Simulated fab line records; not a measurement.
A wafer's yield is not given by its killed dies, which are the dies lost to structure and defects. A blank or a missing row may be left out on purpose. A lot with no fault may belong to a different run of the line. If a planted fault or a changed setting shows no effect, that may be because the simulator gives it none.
A single fault, viewed from 3 desks / flow n5 finfet / numbers are kept per desk, each desk with only its own; the story behind them comes last

== METROLOGY DESK ==
What the gauges read, lot by lot, whatever tool the lot ran on: means of the sampled wafers that have a number. The brackets show how far a lot's mean lies from the usual mean; more than 4 standard deviations puts the lot out of limits, marked OUT. 7 of its 13 readings are shown, namely those furthest out on some lot.
Columns: A = M1_OVL at N5_BEOL_M1_OVL_MEAS_12, usual -0.1 nm; B = cd nm at N5_BEOL_M1_CD_MEAS_18, usual 18.02 nm; C = DIBL_N at N5_BEOL_M4_RC_MEAS_101, usual 36.4 mV/V; D = DIBL_P at N5_BEOL_M4_RC_MEAS_101, usual 36.5 mV/V; E = ION_N at N5_BEOL_M4_RC_MEAS_101, usual 671 uA/um; F = SS_N at N5_BEOL_M4_RC_MEAS_101, usual 71.6 mV/dec; G = SS_P at N5_BEOL_M4_RC_MEAS_101, usual 73.4 mV/dec
lot=L254; first seen here=day 6 01:30; A=-0.9; B=17.97; C=38.9; D=37.8; E=673; F=72.3; G=74.1
lot=L264; first seen here=day 8 07:21; A=-1.4; B=17.89; C=35.6; D=34.4; E=671; F=71.1; G=72.5
lot=L263; first seen here=day 8 09:55; A=-1.2; B=17.23; C=34.7; D=35.0; E=655; F=71.5; G=73.2
lot=L269; first seen here=day 9 23:07; A=0.4; B=17.91; C=36.9; D=36.6; E=678; F=71.8; G=73.4
lot=L275; first seen here=day 11 11:35; A=0.5; B=18.19; C=36.9; D=39.6; E=678; F=72.1; G=74.2
This desk's verdict: no lot among the 5 shows anything out of limits.

== DESK OF THE TOOL OWNER: rie diel-01 ==
The tool's own readings at N5_BEOL_M1_ETCH_64 (etches SOC in N2/H2, target depth 75 nm, overetch 15 nm, time 112.5 s): means of the sampled wafers that have a number, for each lot that ran on this tool. The brackets show how far a lot's mean lies from the usual mean; more than 4 standard deviations puts the lot out of limits, marked OUT.
Columns: A = bias w at N5_BEOL_M1_ETCH_64, usual 150.0 W; B = drypump motor current A at N5_BEOL_M1_ETCH_64, usual 5.6 A; C = oes product au at N5_BEOL_M1_ETCH_64, usual 0.64 a.u.; D = rf vpp V at N5_BEOL_M1_ETCH_64, usual 524.7 V; E = showerhead plenum p Torr at N5_BEOL_M1_ETCH_64, usual 2.57 Torr; F = throttle valve pct at N5_BEOL_M1_ETCH_64, usual 17.81 %
lot=L264; first seen here=day 8 07:37; A=149.9; B=5.6; C=0.64; D=527.1; E=2.64; F=17.73
lot=L263; first seen here=day 8 10:10; A=150.0; B=5.5; C=0.55; D=523.8; E=2.51; F=18.05
This desk's verdict: no lot among the 2 shows anything out of limits.

== THE DEFECT DESK ==
Counts from the inspections along the route, per lot, as means over the sampled wafers that have a number. The brackets show how far a lot's mean lies from the usual mean; more than 4 standard deviations puts the lot out of limits, marked OUT.
Columns: A = raw defect count at N5_BEOL_M1_INSPECT_13, usual 428
lot=L254; first seen here=day 6 01:35; A=441
lot=L264; first seen here=day 8 07:26; A=423
lot=L263; first seen here=day 8 10:00; A=540
lot=L269; first seen here=day 9 23:12; A=468
lot=L275; first seen here=day 11 11:41; A=402
This desk's verdict: no lot among the 5 shows anything out of limits.

== TAKEN TOGETHER ==
Nothing out of limits was seen by the metrology desk.
The tool owner's desk saw nothing out of limits.
Nothing out of limits was seen by the defect desk.

== WHAT THE SIMULATOR HAD PUT IN ==
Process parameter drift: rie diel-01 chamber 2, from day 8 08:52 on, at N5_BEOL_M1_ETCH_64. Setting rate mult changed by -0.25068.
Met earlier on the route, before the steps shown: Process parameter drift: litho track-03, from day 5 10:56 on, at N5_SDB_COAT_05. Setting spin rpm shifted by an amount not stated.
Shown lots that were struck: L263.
